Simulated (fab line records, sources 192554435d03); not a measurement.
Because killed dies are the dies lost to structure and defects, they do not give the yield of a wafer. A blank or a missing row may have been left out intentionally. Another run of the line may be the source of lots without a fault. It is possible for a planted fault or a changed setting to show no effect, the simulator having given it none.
fab line records    flow n5_finfet
record: lots: 7  wafers: 20  last_day: 16
route steps=1938 shown MOL_CONTACT_COAG@567 BEOL_M4@1111
lots with no fault: from the same line, run without faults
start_h: hours from the record's first day to the start of the lot's first wafer shown    wait_h: how many hours have passed since the lot's step before this one    " identical to the entry in the row above    L1.1+2: several wafers, shown together as one row    - no value, or no start was given    * or withheld: withheld    < > ~ a bound
route shown NAME@n: a module of which the file shows steps, and the number in the route of the first    usual: the fault-free wafers' mean and standard deviation    same: alike in all rows    chamber/n: place in a boat    sites: readings site by site    _std_site: the standard deviation of these    _edge_site: the outer-site mean with the inner-site mean subtracted    radius_mm: how far each site lies from the wafer's centre    mask NAME#n: copy n    behind: the most recent tool/chamber to have shaped the wafer    hold: why the lot went on hold/how many hours it stayed there/how the hold came to an end    device: which transistor (n, p or np) failed to switch    end of line: the tests these same wafers got at the end of their route    where a step has no rows: the recipe by itself    killed: the dies lost at the first sort to structure and to defects; this is not the yield of the wafer    map: dies across one wafer; x = killed, . = not, _ = none there
set.NAME: the setting the step ran with; set.NAME@STEP: the setting that earlier step ran with    model.NAME: the simulator's own value behind a step, which no gauge read
lots seen at some steps along the route; tables by step, rows by wafer
services: the hour from which a tool's chamber was out of use, counted from the record's first day as start_h (under 0 if before that day), plus the number of hours and why
== steps ==
step: N5_MOL_CONTACT_COAG_COAT_78
recipe: resist: CAR-EUV  spin_rpm: 1500  resist_thk_nm: 40
step: N5_MOL_CONTACT_COAG_EBR_80
recipe: solvent: PGMEA  ebr_width_mm: 1.5
step: N5_MOL_CONTACT_COAG_SOFTBAKE_79
recipe: temp_c: 110  time_s: 60  resist: CAR-EUV
step: N5_MOL_CONTACT_COAG_EXPOSE_81
recipe: mask_id: VG  na: 0.33  source_shape: annular  sigma_inner: 0.3  sigma_outer: 0.7  polarization: unpolarized  defocus_nm: 0  dose_mj: 59.5
step: N5_MOL_CONTACT_COAG_PEB_82
recipe: peb_temp_c: 100  peb_time_s: 60  resist: CAR-EUV
step: N5_MOL_CONTACT_COAG_DEVELOP_83
recipe: develop_time_s: 30  developer: TMAH  resist: CAR-EUV  rinse_liquid: surfactant_rinse  dry: air_spin  dev_temp_c: 23
step: N5_MOL_CONTACT_COAG_CD_MEAS_84
recipe: target_cd_nm: 25.1  landing_energy_ev: 500  detector: se_inlens  polarity: opening
usual: cd_nm: 25.07/0.25
lot.wafer  tool       chamber  start_h  wait_h  cd_nm
L852.2     cd_sem-01  0        136.54   -       25.12
L852.3     "          0        "        "       25.31
L852.6     "          0        "        "       24.61
L856.4     cd_sem-02  0        159.22   -       25.24
L856.5     "          0        "        "       25.21
L856.6     "          0        "        "       25.39
L858.3     cd_sem-02  0        170.45   -       24.59
L858.5     "          0        "        "       24.85
L858.6     "          0        "        "       24.74
L859.2     cd_sem-03  0        180.30   -       25.06
L859.3     "          0        "        "       24.88
L859.4     "          0        "        "       24.73
L860.1     cd_sem-02  0        184.87   -       24.84
L860.4     "          0        "        "       25.19
L860.6     "          0        "        "       24.83
L861.3     cd_sem-03  0        190.03   -       25.14
L861.4     "          0        "        "       25.27
L867.3     cd_sem-01  0        225.19   -       25.37
L867.4     "          0        "        "       24.96
L867.5     "          0        "        "       25.14
step: N5_MOL_CONTACT_COAG_OVL_MEAS_85
recipe: points_per_wafer: 522
usual: VG_OVL: 0.3/0.72
lot.wafer  tool        chamber  start_h  wait_h  VG_OVL[nm]
L852.2     overlay-01  0        136.58   0.0     -0.3
L852.3     "           0        "        "       0.3
L852.6     "           0        "        "       0.3
L856.4     overlay-01  0        159.26   0.0     1.7
L856.5     "           0        "        "       -0.2
L856.6     "           0        "        "       0.0
L858.3     overlay-02  0        170.49   0.0     -0.8
L858.5     "           0        "        "       0.3
L858.6     "           0        "        "       0.4
L859.2     overlay-01  0        180.33   0.0     0.9
L859.3     "           0        "        "       -0.4
L859.4     "           0        "        "       0.1
L860.1     overlay-02  0        184.90   0.0     -0.2
L860.4     "           0        "        "       -0.3
L860.6     "           0        "        "       0.5
L861.3     overlay-01  0        190.07   0.0     0.4
L861.4     "           0        "        "       0.2
L867.3     overlay-01  0        225.23   0.0     1.8
L867.4     "           0        "        "       1.0
L867.5     "           0        "        "       1.8
step: N5_MOL_CONTACT_COAG_INSPECT_57
recipe: mode: adi  inspect_instrument: brightfield
usual: raw_defect_count: 183/53
lot.wafer  tool               chamber  start_h  wait_h  raw_defect_count
L852.2     defect_inspect-01  -        136.63   0.0     166
L852.3     "                  -        "        "       127
L852.6     "                  -        "        "       161
L856.4     defect_inspect-02  -        159.30   0.0     128
L856.5     "                  -        "        "       162
L856.6     "                  -        "        "       121
L858.3     defect_inspect-01  -        170.54   0.0     302
L858.5     "                  -        "        "       144
L858.6     "                  -        "        "       232
L859.2     defect_inspect-02  -        180.38   0.0     314
L859.3     "                  -        "        "       232
L859.4     "                  -        "        "       244
L860.1     defect_inspect-02  -        184.96   0.1     101
L860.4     "                  -        "        "       137
L860.6     "                  -        "        "       194
L861.3     defect_inspect-02  -        190.12   0.0     174
L861.4     "                  -        "        "       157
L867.3     defect_inspect-02  -        225.28   0.0     297
L867.4     "                  -        "        "       200
L867.5     "                  -        "        "       239
step: N5_MOL_CONTACT_COAG_DESCUM_88
recipe: chemistry: O2  time_s: 7  source_power_w: 50  bias_power_w: 20  pressure_mtorr: 20  rf_frequency_hz: 2.712e+07  temp_c: 40  resist: CAR-EUV  o2_flow_sccm: 225
usual: drypump_motor_current_A: 5.6/0.43  oes_product_au: 0.77/0.089  rf_vpp_V: 242.9/1.4  showerhead_plenum_p_Torr: 2.08/0.072  throttle_valve_pct: 20.38/0.21
lot.wafer  tool         chamber  start_h  wait_h  drypump_motor_current_A  oes_product_au  rf_hours_counter_h  rf_vpp_V  showerhead_plenum_p_Torr  throttle_valve_pct
L852.2     rie_diel-03  3        136.67   0.0     5.6                      0.92            24                  242.4     2.05                      20.26
L852.3     "            2        "        "       6.2                      0.75            152                 241.5     2.01                      20.47
L852.6     "            2        "        "       6.2                      0.74            -                   242.4     2.01                      20.45
L856.4     rie_diel-06  3        159.35   0.0     6.4                      0.71            -                   242.2     1.99                      20.32
L856.5     "            1        "        "       5.4                      0.77            -                   243.0     2.09                      20.11
L856.6     "            0        "        "       5.1                      0.71            -                   244.3     2.18                      20.77
L858.3     rie_diel-06  0        170.90   0.4     5.1                      0.70            232                 244.8     2.18                      20.78
L858.5     "            0        "        "       5.0                      0.70            -                   244.6     2.18                      20.77
L858.6     "            1        "        "       5.4                      0.77            -                   243.3     2.09                      20.10
L859.2     rie_diel-06  3        180.42   0.0     6.5                      0.71            200                 240.4     1.99                      20.33
L859.3     "            0        "        "       5.0                      0.70            237                 243.2     2.17                      20.78
L859.4     "            0        "        "       5.0                      0.70            -                   245.2     2.17                      20.78
L860.1     rie_diel-06  1        185.07   0.1     5.4                      0.76            141                 243.7     2.08                      20.12
L860.4     "            0        "        "       5.1                      0.69            239                 243.8     2.17                      20.80
L860.6     "            3        "        "       6.4                      0.71            -                   240.3     1.99                      20.32
L861.3     rie_diel-05  2        190.15   0.0     5.7                      0.75            189                 244.4     2.17                      20.11
L861.4     "            3        "        "       5.2                      0.92            20                  243.1     2.05                      20.48
L867.3     rie_diel-06  3        225.36   0.1     6.5                      0.69            216                 240.4     1.98                      20.36
L867.4     "            1        "        "       5.4                      0.74            -                   244.0     2.08                      20.14
L867.5     "            2        "        "       5.6                      0.92            -                   245.8     2.23                      20.21
step: N5_MOL_CONTACT_COAG_ETCH_89
recipe: chemistry: N2/H2  target: underlayer  target_depth_a: 130  mask_material: CAR-EUV  time_s: 10.4  ion_energy_ev: 200  pressure_mtorr: 30  source_w: 840  bias_w: 150  n2_flow_sccm: 200  h2_flow_sccm: 200  ends: cleared
usual: drypump_motor_current_A: 5.6/0.42  etch_rf_on_time_s: 10.31/0.27  oes_product_au: 0.66/0.075  rf_vpp_V: 523.5/2.4  showerhead_plenum_p_Torr: 2.52/0.082  throttle_valve_pct: 17.77/0.21
lot.wafer  tool         chamber  start_h  wait_h  drypump_motor_current_A  etch_rf_on_time_s  oes_product_au  rf_hours_counter_h  rf_vpp_V  showerhead_plenum_p_Torr  throttle_valve_pct
L852.2     rie_diel-03  3        136.70   0.0     5.6                      10.26              0.78            24                  522.3     2.49                      17.69
L852.3     "            2        "        "       6.2                      9.98               0.65            153                 521.3     2.45                      18.00
L852.6     "            2        "        "       6.2                      10.00              0.66            -                   520.1     2.45                      17.98
L856.4     rie_diel-06  3        159.38   0.0     6.4                      10.44              0.61            -                   520.6     2.41                      17.74
L856.5     "            1        "        "       5.4                      10.18              0.66            -                   522.3     2.54                      17.43
L856.6     "            0        "        "       5.0                      10.79              0.60            -                   526.0     2.61                      18.05
L858.3     rie_diel-06  0        170.93   0.0     5.0                      10.65              0.59            232                 524.9     2.61                      18.06
L858.5     "            0        "        "       5.1                      10.67              0.59            -                   526.9     2.61                      18.06
L858.6     "            1        "        "       5.4                      10.23              0.66            -                   524.5     2.54                      17.44
L859.2     rie_diel-06  3        180.45   0.0     6.4                      10.36              0.61            200                 520.6     2.41                      17.78
L859.3     "            0        "        "       5.0                      10.68              0.59            237                 526.0     2.61                      18.06
L859.4     "            0        "        "       5.0                      10.66              0.59            -                   526.8     2.61                      18.06
L860.1     rie_diel-06  1        185.10   0.0     5.4                      10.26              0.66            141                 525.7     2.54                      17.44
L860.4     "            0        "        "       5.1                      10.68              0.59            239                 525.5     2.61                      18.07
L860.6     "            3        "        "       6.4                      10.45              0.61            -                   520.0     2.41                      17.77
L861.3     rie_diel-05  2        190.18   0.0     5.7                      10.13              0.64            189                 525.4     2.62                      17.52
L861.4     "            3        "        "       5.2                      9.95               0.78            20                  521.7     2.49                      17.88
L867.3     rie_diel-06  3        225.40   0.0     6.4                      10.52              0.60            216                 519.9     2.40                      17.79
L867.4     "            1        "        "       5.4                      10.26              0.65            -                   523.8     2.53                      17.47
L867.5     "            2        "        "       5.7                      10.69              0.79            -                   529.2     2.72                      17.53
step: N5_MOL_CONTACT_COAG_ETCH_90
recipe: chemistry: CF4  target: SiARC  target_depth_a: 130  mask_material: CAR-EUV  time_s: 21.7  ion_energy_ev: 80  pressure_mtorr: 40  source_w: 545  bias_w: 36  Ar_flow_sccm: 100  cf4_flow_sccm: 100  ends: cleared
usual: drypump_motor_current_A: 5.6/0.43  etch_rf_on_time_s: 21.6/0.48  oes_product_au: 0.66/0.075  rf_vpp_V: 184.0/1.1  showerhead_plenum_p_Torr: 2.13/0.066  throttle_valve_pct: 15.57/0.17
lot.wafer  tool         chamber  start_h  wait_h  drypump_motor_current_A  etch_rf_on_time_s  oes_product_au  rf_hours_counter_h  rf_vpp_V  showerhead_plenum_p_Torr  throttle_valve_pct
L852.2     rie_diel-03  3        136.72   0.0     5.6                      21.7               0.77            24                  184.2     2.10                      15.44
L852.3     "            2        "        "       6.2                      21.3               0.64            153                 182.3     2.05                      15.57
L852.6     "            2        "        "       6.2                      21.1               0.65            -                   182.6     2.05                      15.59
L856.4     rie_diel-06  3        159.42   0.0     6.4                      21.9               0.61            -                   183.9     2.04                      15.58
L856.5     "            1        "        "       5.4                      21.4               0.66            -                   183.5     2.14                      15.33
L856.6     "            0        "        "       5.0                      22.6               0.60            -                   185.1     2.20                      15.82
L858.3     rie_diel-06  0        170.95   0.0     5.0                      22.4               0.60            232                 184.8     2.20                      15.83
L858.5     "            0        "        "       5.0                      22.3               0.59            -                   184.5     2.20                      15.84
L858.6     "            1        "        "       5.4                      21.1               0.67            -                   183.6     2.14                      15.35
L859.2     rie_diel-06  3        180.47   0.0     6.4                      21.8               0.62            200                 184.0     2.04                      15.63
L859.3     "            0        "        "       5.0                      22.3               0.60            237                 184.6     2.20                      15.84
L859.4     "            0        "        "       5.0                      22.8               0.58            -                   185.1     2.20                      15.85
L860.1     rie_diel-06  1        185.12   0.0     5.4                      21.3               0.67            141                 183.7     2.14                      15.36
L860.4     "            0        "        "       5.0                      22.5               0.58            239                 185.2     2.20                      15.84
L860.6     "            3        "        "       6.4                      21.6               0.61            -                   181.1     2.04                      15.61
L861.3     rie_diel-05  2        190.20   0.0     5.7                      21.8               0.64            189                 186.0     2.22                      15.35
L861.4     "            3        "        "       5.2                      21.1               0.78            20                  184.8     2.10                      15.59
L867.3     rie_diel-06  3        225.42   0.0     6.4                      22.2               0.59            216                 183.3     2.04                      15.65
L867.4     "            1        "        "       5.4                      21.5               0.65            -                   185.9     2.13                      15.38
L867.5     "            2        "        "       5.7                      22.4               0.78            -                   185.6     2.27                      15.32
step: N5_MOL_CONTACT_COAG_ALD_131
recipe: material: SiO2  target_thk_a: 50  temp_c: 100  ald_precursor_family: BDEAS  ald_co_reactant: O2-plasma  pulse_time_s: 1  co_reactant_pulse_time_s: 1  purge_time_s: 2  co_reactant_purge_time_s: 2  ald_cycles: 35  pressure_torr: 2
usual: ald_cycles: 35/0  heater_power_outer_w: 37/3.8  heater_power_w: 73/6.8  precursor_pulse_height_rel: 1.003/0.019
same: co_reactant_purge_time_s: 2
lot.wafer  tool        chamber  start_h  wait_h  ald_cycles  heater_power_outer_w  heater_power_w  precursor_pulse_height_rel
L852.2     ald_sin-04  0        136.81   0.1     35          34                    66              0.972
L852.3     "           1        "        "       35          38                    75              0.986
L852.6     "           3        "        "       35          40                    79              1.010
L856.4     ald_sin-01  0        159.47   0.0     35          39                    74              0.986
L856.5     "           1        "        "       35          35                    73              1.024
L856.6     "           2        "        "       35          36                    79              1.038
L858.3     ald_sin-01  1        171.09   0.1     33          36                    76              1.022
L858.5     "           0        "        "       35          40                    72              0.982
L858.6     "           3        "        "       33          45                    83              1.004
L859.2     ald_sin-04  1        181.86   1.4     35          38                    77              0.996
L859.3     "           3        "        "       35          39                    77              1.000
L859.4     "           2        "        "       35          30                    59              1.011
L860.1     ald_sin-01  2        185.20   0.1     35          36                    79              0.985
L860.4     "           3        "        "       35          45                    85              0.995
L860.6     "           0        "        "       33          38                    74              1.006
L861.3     ald_sin-01  2        191.13   0.9     33          36                    78              1.070
L861.4     "           0        "        "       35          39                    76              1.025
L867.3     ald_sin-02  1        225.50   0.1     35          40                    68              0.994
L867.4     "           3        "        "       35          34                    66              0.992
L867.5     "           1        "        "       35          38                    69              1.015
step: N5_MOL_CONTACT_COAG_ETCHBACK_132
recipe: chemistry: CHF3  target: SiO2  target_depth_a: 100  time_s: 6.7  ion_energy_ev: 200  pressure_mtorr: 30  source_w: 610  bias_w: 170  Ar_flow_sccm: 200  CHF3_flow_sccm: 50
usual: drypump_motor_current_A: 5.7/0.41  oes_f_703_au: 0.79/0.074  oes_product_au: 0.78/0.085  rf_vpp_V: 526/9.9  showerhead_plenum_p_Torr: 2.36/0.068  throttle_valve_pct: 18.69/0.15
lot.wafer  tool         chamber  start_h  wait_h  drypump_motor_current_A  oes_f_703_au  oes_product_au  rf_hours_counter_h  rf_vpp_V  showerhead_plenum_p_Torr  throttle_valve_pct
L852.2     rie_diel-03  2        136.99   0.1     6.2                      0.78          0.76            153                 523       2.28                      18.72
L852.3     "            3        "        "       5.6                      0.89          0.92            24                  529       2.34                      18.61
L852.6     "            0        "        "       6.1                      0.85          0.83            -                   520       2.32                      18.74
L856.4     rie_diel-06  3        159.67   0.1     6.4                      0.73          0.72            -                   524       2.28                      18.67
L856.5     "            0        "        "       5.0                      0.69          0.70            -                   540       2.45                      18.90
L856.6     "            1        "        "       5.4                      0.79          0.77            -                   521       2.38                      18.40
L858.3     rie_diel-06  3        171.27   0.1     6.5                      0.73          0.71            196                 522       2.27                      18.69
L858.5     "            1        "        "       5.4                      0.79          0.77            -                   520       2.37                      18.40
L858.6     "            3        "        "       6.4                      0.73          0.72            -                   524       2.27                      18.70
L859.2     rie_diel-03  0        182.04   0.1     6.1                      0.82          0.82            104                 522       2.31                      18.76
L859.3     "            1        "        "       5.3                      0.96          0.98            9                   542       2.43                      18.67
L859.4     "            3        "        "       5.6                      0.86          0.89            43                  530       2.33                      18.63
L860.1     rie_diel-03  2        185.59   0.3     6.2                      0.78          0.75            173                 522       2.28                      18.74
L860.4     "            0        "        "       6.1                      0.82          0.81            106                 521       2.31                      18.76
L860.6     "            3        "        "       5.6                      0.85          0.88            -                   529       2.33                      18.64
L861.3     rie_diel-05  1        191.31   0.1     5.2                      0.73          0.72            192                 522       2.36                      18.76
L861.4     "            3        "        "       5.2                      0.90          0.92            20                  532       2.34                      18.80
L867.3     rie_diel-03  3        225.68   0.1     5.6                      0.83          0.86            59                  528       2.32                      18.68
L867.4     "            3        "        "       5.6                      0.82          0.86            -                   529       2.32                      18.68
L867.5     "            1        "        "       5.3                      0.91          0.93            -                   540       2.42                      18.68
step: N5_BEOL_M4_RC_MEAS_101
usual: DIBL_N: 35.8/1.8  DIBL_P: 35.6/2  IOFF_N: 0.148/0.028  IOFF_P: 0.20/0.034  ION_N: 672/12  ION_P: 462/8.5  SS_N: 71.2/0.65  SS_P: 73.1/0.67  VT_N: 251/3.3  VT_P: -251/3.8
lot.wafer  tool       chamber  start_h  wait_h  DIBL_N[mV/V]  DIBL_P[mV/V]  IOFF_N[nA/um]  IOFF_P[nA/um]  ION_N[uA/um]  ION_P[uA/um]  SS_N[mV/dec]  SS_P[mV/dec]  VT_N[mV]  VT_P[mV]
L852.2     prober-02  0        203.90   0.2     34.6          33.3          0.128          0.19           672           465           70.6          71.7          251       -252
L852.3     "          0        "        "       33.7          33.0          0.118          0.17           659           458           70.4          72.7          253       -253
L852.6     "          0        "        "       33.9          33.1          0.118          0.17           670           466           70.5          72.6          252       -251
L856.4     prober-01  0        221.97   0.5     35.9          36.5          0.144          0.20           674           469           71.4          73.4          252       -253
L856.5     "          0        "        "       35.4          35.2          0.135          0.18           678           466           69.6          72.9          253       -253
L856.6     "          0        "        "       35.8          34.9          0.143          0.18           665           454           70.8          73.1          253       -253
L858.3     prober-01  0        242.45   0.3     35.0          36.5          0.149          0.22           667           466           71.0          73.6          250       -251
L858.5     "          0        "        "       35.1          36.5          0.157          0.22           676           465           71.2          73.3          248       -248
L858.6     "          0        "        "       35.4          36.0          0.158          0.21           665           458           71.1          73.4          248       -250
L860.1     prober-01  0        244.70   0.0     33.6          33.7          0.123          0.17           668           458           71.1          72.9          253       -252
L860.4     "          0        "        "       33.3          32.5          0.119          0.18           658           459           70.8          72.1          253       -251
L860.6     "          0        "        "       31.8          30.4          0.091          0.14           643           453           71.6          71.2          258       -256
L859.2     prober-02  0        247.29   0.2     37.1          34.5          0.157          0.23           663           457           72.2          73.5          252       -246
L859.3     "          0        "        "       35.9          34.3          0.142          0.22           660           462           72.0          72.5          252       -248
L859.4     "          0        "        "       39.8          38.4          0.235          0.31           694           472           73.0          74.0          245       -246
L861.3     prober-02  0        262.29   0.3     35.9          35.7          0.171          0.24           679           466           71.1          74.0          248       -247
L861.4     "          0        "        "       33.3          33.4          0.128          0.21           660           468           70.8          72.4          250       -249
L867.3     prober-01  0        290.62   0.3     36.1          36.8          0.140          0.20           661           454           71.8          73.3          253       -249
L867.4     "          0        "        "       38.2          38.9          0.176          0.23           672           461           72.2          73.3          248       -251
L867.5     "          0        "        "       36.3          37.5          0.148          0.20           662           455           71.2          74.3          250       -250
== services ==
tool         chamber  start_h  hours  kind
rie_diel-03  1        121.14   -      clean
rie_diel-03  1        121.14   -      consumable_replace:focus_ring
rie_diel-03  1        121.14   33.9   scheduled_down
rie_diel-03  1        121.14   33.9   vent_cycle
rie_diel-05  3        128.67   -      clean
rie_diel-05  3        128.67   -      consumable_replace:focus_ring
rie_diel-05  3        128.67   11.6   scheduled_down
rie_diel-05  3        128.67   11.6   vent_cycle
ald_sin-02   0        151.45   4.1    repair
rie_diel-06  2        158.01   -      clean
rie_diel-06  2        158.01   -      consumable_replace:focus_ring
rie_diel-06  2        158.01   -      consumable_replace:showerhead
rie_diel-06  2        158.01   24.5   scheduled_down
rie_diel-06  2        158.01   24.5   vent_cycle
rie_diel-05  2        169.34   16.3   repair
rie_diel-05  0        170.33   5.8    repair
ald_sin-02   1        171.39   20.0   repair
ald_sin-01   1        173.81   11.8   repair
ald_sin-02   -        177.03   14.0   pm
rie_diel-06  0        219.61   -      clean
rie_diel-06  0        219.61   -      consumable_replace:focus_ring
rie_diel-06  0        219.61   23.5   scheduled_down
rie_diel-06  0        219.61   23.5   vent_cycle
rie_diel-03  0        223.19   7.0    repair
== key ==
first_sign: step: N5_MOL_CONTACT_COAG_ALD_131  reading: ald_cycles  direction: down  sigmas: 99+  usual: *  struck: *
effect none on later readings
met_at N5_MOL_CONTACT_COAG_ALD_131
struck_wafers L858.3,L858.6,L860.6,L861.3
onset_between 159.47 171.09
fault: kind: process_parameter_drift  tool: ald_sin-01  chamber: -  onset_h: 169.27  steps: N5_MOL_CONTACT_COAG_ALD_131  channel: ald_cycles  offset: *  shape: step  end_h: 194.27  scope: struck_wafers_only  acts_in: *  stated: *
